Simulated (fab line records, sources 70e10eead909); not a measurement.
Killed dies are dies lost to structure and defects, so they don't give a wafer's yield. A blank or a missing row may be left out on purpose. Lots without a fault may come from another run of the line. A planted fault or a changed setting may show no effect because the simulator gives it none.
Tool commonality check | flow nand_harc | 13 lots, 45 wafers sampled

WHY IT WAS OPENED
At NHARC_A_ONON_D1_THK_MEAS_18 the reading thk_nm is flagged on 2 of 13 lots. Wafers without a fault read 1003 nm, standard deviation 11.
Rule: a lot is flagged when every wafer of it that has a number lies more than 4 standard deviations from that mean, or none has a number. The other lots count as sound.

lot  | measured     | on            | thk_nm (nm), wafer by wafer | flag
L630 | day 8 00:11  | film_metro-01 | 1020 1019 1019              |
L632 | day 8 05:31  | film_metro-01 | 1004 1001 1000              |
L631 | day 8 05:32  | film_metro-01 | 1004 1006 1003              |
L634 | day 9 00:53  | film_metro-01 | 1000 1003 1002              |
L633 | day 9 00:55  | film_metro-01 | 1014 1011 1014              |
L635 | day 9 06:05  | film_metro-01 | 1021 1022 1022              |
L638 | day 9 19:55  | film_metro-01 | 1001 1001 1000              |
L636 | day 9 20:15  | film_metro-01 | 997 995 997                 |
L640 | day 10 13:41 | film_metro-01 | 997 996 996                 |
L644 | day 11 16:59 | film_metro-02 | 651 651 650 650 651 649     | FLAGGED
L646 | day 12 01:37 | film_metro-01 | 627 629 630 629 626 626     | FLAGGED
L650 | day 12 16:25 | film_metro-02 | 995 995 993                 |
L649 | day 13 02:01 | film_metro-01 | 1015 1014 1015              |
The numbers of the flagged lots are 639 nm on average: -364 nm against the usual, or -33 standard deviations.

WHICH TOOL RAN EACH LOT
The record holds 3 process steps before the reading, out of a route of 1159 steps. In each cell: the tool, then ch and the chambers that the sampled wafers went through, then the start.
lot  | flag    | NHARC_P_M2_PRE_CLEAN_30                 | NHARC_P_M2_PRE_CLEAN_32         | NHARC_A_ONON_D1_DEP_16
L630 |         | pvd_sputter-02, day 6 07:58 or earlier  | pecvd-01 ch 0,1,2, day 6 07:58  | pecvd_onon-01 ch 0, day 7 23:40
L632 |         | pvd_sputter-02, day 6 17:22 or earlier  | pecvd-03 ch 0,1,2, day 6 17:22  | pecvd_onon-01 ch 0, day 8 05:01
L631 |         | pvd_sputter-01, day 6 17:05 or earlier  | pecvd-04 ch 1,2, day 6 17:05    | pecvd_onon-02 ch 0, day 8 05:08
L634 |         | pvd_sputter-03, day 7 09:38 or earlier  | pecvd-03 ch 1,2, day 7 09:38    | pecvd_onon-02 ch 0, day 9 00:22
L633 |         | pvd_sputter-02, day 7 09:05 or earlier  | pecvd-03 ch 0,2, day 7 09:05    | pecvd_onon-01 ch 0, day 9 00:29
L635 |         | pvd_sputter-01, day 7 15:34 or earlier  | pecvd-04 ch 0,2, day 7 15:34    | pecvd_onon-04 ch 0, day 9 05:37
L638 |         | pvd_sputter-01, day 8 03:49 or earlier  | pecvd-01 ch 0,1,2, day 8 03:49  | pecvd_onon-04 ch 0, day 9 19:31
L636 |         | pvd_sputter-03, day 7 22:53 or earlier  | pecvd-04 ch 0,1, day 7 22:53    | pecvd_onon-02 ch 0, day 9 19:45
L640 |         | pvd_sputter-01, day 8 22:26 or earlier  | pecvd-03 ch 1,2, day 8 22:26    | pecvd_onon-04 ch 0, day 10 13:11
L644 | FLAGGED | pvd_sputter-03, day 10 02:25 or earlier | pecvd-01 ch 0,2, day 10 02:25   | pecvd_onon-01 ch 0, day 11 16:28
L646 | FLAGGED | pvd_sputter-01, day 10 11:28 or earlier | pecvd-04 ch 0,1, day 10 11:28   | pecvd_onon-01 ch 0, day 12 01:07
L650 |         | pvd_sputter-02, day 11 01:10 or earlier | pecvd-03 ch 0,2, day 11 01:10   | pecvd_onon-02 ch 0, day 12 15:55
L649 |         | pvd_sputter-01, day 11 10:30 or earlier | pecvd-03 ch 0,1,2, day 11 10:30 | pecvd_onon-04 ch 0, day 13 01:41
What these steps do:
- NHARC_P_M2_PRE_CLEAN_30: time 30 s.
- NHARC_P_M2_PRE_CLEAN_32: time 12 s.
- NHARC_A_ONON_D1_DEP_16: target thk 1000 nm.
- NHARC_A_ONON_D1_THK_MEAS_18: measures by ellipsometry.

FLAGGED OVER TOTAL, TOOL BY TOOL (the gauges that took the reading come last)
step                        | tool           | lots run | flagged | share of the flagged lots | sound lots run after its first flagged lot
NHARC_P_M2_PRE_CLEAN_30     | pvd_sputter-01 | 6        | 1       | some                      | 1 (L649)
NHARC_P_M2_PRE_CLEAN_30     | pvd_sputter-02 | 4        | 0       | none                      | -
NHARC_P_M2_PRE_CLEAN_30     | pvd_sputter-03 | 3        | 1       | some                      | 0
NHARC_P_M2_PRE_CLEAN_32     | pecvd-01       | 3        | 1       | some                      | 0
NHARC_P_M2_PRE_CLEAN_32     | pecvd-03       | 6        | 0       | none                      | -
NHARC_P_M2_PRE_CLEAN_32     | pecvd-04       | 4        | 1       | some                      | 0
NHARC_A_ONON_D1_DEP_16      | pecvd_onon-01  | 5        | 2       | all                       | 0
NHARC_A_ONON_D1_DEP_16      | pecvd_onon-02  | 4        | 0       | none                      | -
NHARC_A_ONON_D1_DEP_16      | pecvd_onon-04  | 4        | 0       | none                      | -
NHARC_A_ONON_D1_THK_MEAS_18 | film_metro-01  | 11       | 1       | some                      | 1 (L649)
NHARC_A_ONON_D1_THK_MEAS_18 | film_metro-02  | 2        | 1       | some                      | 1 (L650)
NHARC_P_M2_PRE_CLEAN_30 gives no start for some lots, so the hours and the order of its lots are those of NHARC_P_M2_PRE_CLEAN_32.

WHAT THE TABLE ALLOWS
1 row of the table ran every flagged lot: pecvd_onon-01 at NHARC_A_ONON_D1_DEP_16.
- pecvd_onon-01 at NHARC_A_ONON_D1_DEP_16: 2 of its 5 lots flagged. Its last sound lot is L633 (day 9 00:29), its first flagged lot L644 (day 11 16:28): a fault that began between those two fits.
One tool is left: pecvd_onon-01 at NHARC_A_ONON_D1_DEP_16.

WHAT THE SIMULATOR HAD PUT IN
Process parameter drift: pecvd_onon-01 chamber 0, from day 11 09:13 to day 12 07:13, at NHARC_A_ONON_D1_DEP_16. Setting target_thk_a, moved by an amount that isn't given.
Lots struck among those shown: L644, L646. The rule above found the same.
